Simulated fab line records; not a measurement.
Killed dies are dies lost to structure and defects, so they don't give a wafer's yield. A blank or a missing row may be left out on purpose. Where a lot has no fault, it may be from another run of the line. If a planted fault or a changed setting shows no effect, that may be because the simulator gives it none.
Matching of chambers || flow nandHarc || pecvd-04 running NHARC_P_M1_DEP_33: 3 sister chambers
The step deposits SiCN, target thk 30 nm. 6 wafers are shown with their chamber, then 10 later ones without.

## WAFERS WITH THEIR CHAMBER
{"wafer": "L079.3", "chamber": 2, "heaterPowerW (W)": 633, "heaterPowerOuterW (W)": 381}
{"wafer": "L085.1", "chamber": 0, "heaterPowerW (W)": 497, "heaterPowerOuterW (W)": 315}
{"wafer": "L085.2", "chamber": 1, "heaterPowerW (W)": 406, "heaterPowerOuterW (W)": 237}
{"wafer": "L085.5", "chamber": 2, "heaterPowerW (W)": 614, "heaterPowerOuterW (W)": 364}
{"wafer": "L091.2", "chamber": 0, "heaterPowerW (W)": 477, "heaterPowerOuterW (W)": 295}
{"wafer": "L091.3", "chamber": 1, "heaterPowerW (W)": 482, "heaterPowerOuterW (W)": 285}

## WAFERS MISSING THEIR CHAMBER
{"wafer": "L091.6", "heaterPowerW (W)": 463, "heaterPowerOuterW (W)": 289}
{"wafer": "L094.1", "heaterPowerW (W)": 500, "heaterPowerOuterW (W)": 303}
{"wafer": "L094.2", "heaterPowerW (W)": 495, "heaterPowerOuterW (W)": 304}
{"wafer": "L094.4", "heaterPowerW (W)": 677, "heaterPowerOuterW (W)": 418}
{"wafer": "L092.2", "heaterPowerW (W)": 477, "heaterPowerOuterW (W)": 283}
{"wafer": "L092.3", "heaterPowerW (W)": 507, "heaterPowerOuterW (W)": 312}
{"wafer": "L092.6", "heaterPowerW (W)": 480, "heaterPowerOuterW (W)": 282}
{"wafer": "L095.2", "heaterPowerW (W)": 493, "heaterPowerOuterW (W)": 298}
{"wafer": "L095.3", "heaterPowerW (W)": 420, "heaterPowerOuterW (W)": 252}
{"wafer": "L095.4", "heaterPowerW (W)": 424, "heaterPowerOuterW (W)": 247}

## EACH ONE'S CHAMBER
{"wafer": "L091.6", "from the rows above": "can't be placed: 0 or 1", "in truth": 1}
{"wafer": "L094.1", "from the rows above": 0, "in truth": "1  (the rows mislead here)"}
{"wafer": "L094.2", "from the rows above": 0, "in truth": 0}
{"wafer": "L094.4", "from the rows above": 2, "in truth": 2}
{"wafer": "L092.2", "from the rows above": "can't be placed: 0 or 1", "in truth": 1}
{"wafer": "L092.3", "from the rows above": 0, "in truth": 0}
{"wafer": "L092.6", "from the rows above": "can't be placed: 0 or 1", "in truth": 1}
{"wafer": "L095.2", "from the rows above": "can't be placed: 0 or 1", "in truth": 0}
{"wafer": "L095.3", "from the rows above": 1, "in truth": 1}
{"wafer": "L095.4", "from the rows above": 1, "in truth": 1}
Correct placement for 5 of the 10. These rows do not allow placing 4 (true chamber among the candidates in 4). 1 placed wrongly.
How it was worked out, from the rows above alone: a wafer's distance from a chamber is the root of the sum, over the readings, of the square of ((its reading less the chamber's mean) divided by the reading's scatter). The wafer belongs to the nearest chamber; if the next one is less than 2 further off, it can't be placed. The mean given for a chamber averages the wafers shown for that chamber. The scatter is the square root of a quotient: the sum, over the shown wafers, of each reading's squared deviation from its chamber's mean, divided by wafers minus chambers.
